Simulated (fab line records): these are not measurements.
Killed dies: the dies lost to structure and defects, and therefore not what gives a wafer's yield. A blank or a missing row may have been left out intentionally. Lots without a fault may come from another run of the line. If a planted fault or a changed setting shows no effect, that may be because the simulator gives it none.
A lot that was struck, set against a sound lot :: flow nandHarc :: 14 out of 1302 route steps
Sound: wafers L278.1, L278.2, L278.5. Struck: wafer L279.1 (left out: L279.4, a lot-mate that was not struck); the cause follows at the end.
Per side, at each step with rows, come the tool, then ch with its chambers, and then its first start. Under that, the readings that differ: sound wafers :: struck wafers :: difference of the means :: sigmas: that difference in standard deviations of wafers without a fault.
alike: readings with means less than 2 such deviations apart, plus words and numbers identical on both sides. not compared: withheld readings, readings lacking a value on some wafer, bounds such as >300 that could conceal the same value, and numbers that have no deviation in the record and whose values overlap.
Wherever a step has rows on one side only, a row that says differs or no value, or a row with sigmas, the two part there. Numbers that don't overlap but have no deviation are shown without sigmas and don't part them. Lack of a reading on every wafer of one side parts them only where that side has two or more wafers.

first, 8 steps without rows for these wafers: NHARC_A_STAIRCASE_HMDS_210 (time 30 s); NHARC_A_STAIRCASE_COAT_211; NHARC_A_STAIRCASE_SOFTBAKE_212 (time 170 s); NHARC_A_STAIRCASE_EBR_213; NHARC_A_STAIRCASE_EXPOSE_214 (exposes mask STAIR 3); NHARC_A_STAIRCASE_PEB_215 (peb time 130 s); NHARC_A_STAIRCASE_DEVELOP_216 (time 140 s); NHARC_A_STAIRCASE_HARDBAKE_218 (time 140 s).
NHARC_A_STAIRCASE_DESCUM_219: chemistry O2, time 3 s.
  sound on rieDiel-09 ch 1,2, day 19 14:01; struck on rieDiel-09 ch 2, day 20 12:22
  alike: drypumpMotorCurrentA, oesProductAu, rfVppV, showerheadPlenumPTorr, throttleValvePct
  not compared: rfHoursCounterH
NHARC_A_STAIRCASE_TRIM_220: chemistry O2, time 211.2 s.
  sound on rieDiel-09 ch 1,3, day 19 14:06; struck on rieDiel-09 ch 3, day 20 12:31
  alike: drypumpMotorCurrentA, oesProductAu, rfVppV, showerheadPlenumPTorr, throttleValvePct
  not compared: rfHoursCounterH
NHARC_A_STAIRCASE_ETCH_221: etches the open film in C4F8/O2, target depth 100 nm, time 40.5 s.
  sound on rieDiel-09 ch 1,3; struck on rieDiel-09 ch 2
  alike: oesProductAu, rfVppV
  not compared: rfHoursCounterH
NHARC_A_STAIRCASE_TRIM_222: chemistry O2, time 211.2 s.
  sound on rieDiel-09 ch 2,3, day 19 14:20; struck on rieDiel-09 ch 0, day 20 12:47
reading: oesProductAu (a.u.)
sound: 0.994 1.006 1.008
struck: 1.206
difference: +0.203
sigmas: +24
  alike: drypumpMotorCurrentA, rfVppV, showerheadPlenumPTorr, throttleValvePct
  not compared: rfHoursCounterH
NHARC_A_STAIRCASE_ETCH_223: etches the open film in C4F8/O2, target depth 100 nm, time 40.5 s.
  sound on rieDiel-09 ch 1,2,3; struck on rieDiel-09 ch 3
  alike: oesProductAu, rfVppV
  not compared: rfHoursCounterH
-- break in the record here, with 8 days between the starts of the struck wafers on either side (left off in module A_STAIRCASE, picked up again in module END, where the first step shown is number 1302 on the route) --
NHARC_END_SORT_01:
  sound on prober-02 ch 0, day 27 23:14; struck on prober-02 ch 0, day 28 07:16
reading: killedAtArray
sound: 59 57 50
struck: 663
difference: +608
sigmas: +30

reading: killedDies
sound: 61 60 53
struck: 666
difference: +608
sigmas: +30

reading: killedOpen
sound: 2 2 1
struck: 6
difference: +4
sigmas: +3
  alike: killedAtOther, killedAtPeriphery, killedShort

## WHERE THEY PART
First at NHARC_A_STAIRCASE_TRIM_222; last, within this record, at NHARC_END_SORT_01.

WHY: what the simulator had put in
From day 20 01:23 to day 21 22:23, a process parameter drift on rieDiel-09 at NHARC_A_STAIRCASE_TRIM_222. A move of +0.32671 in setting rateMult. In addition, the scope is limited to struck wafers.
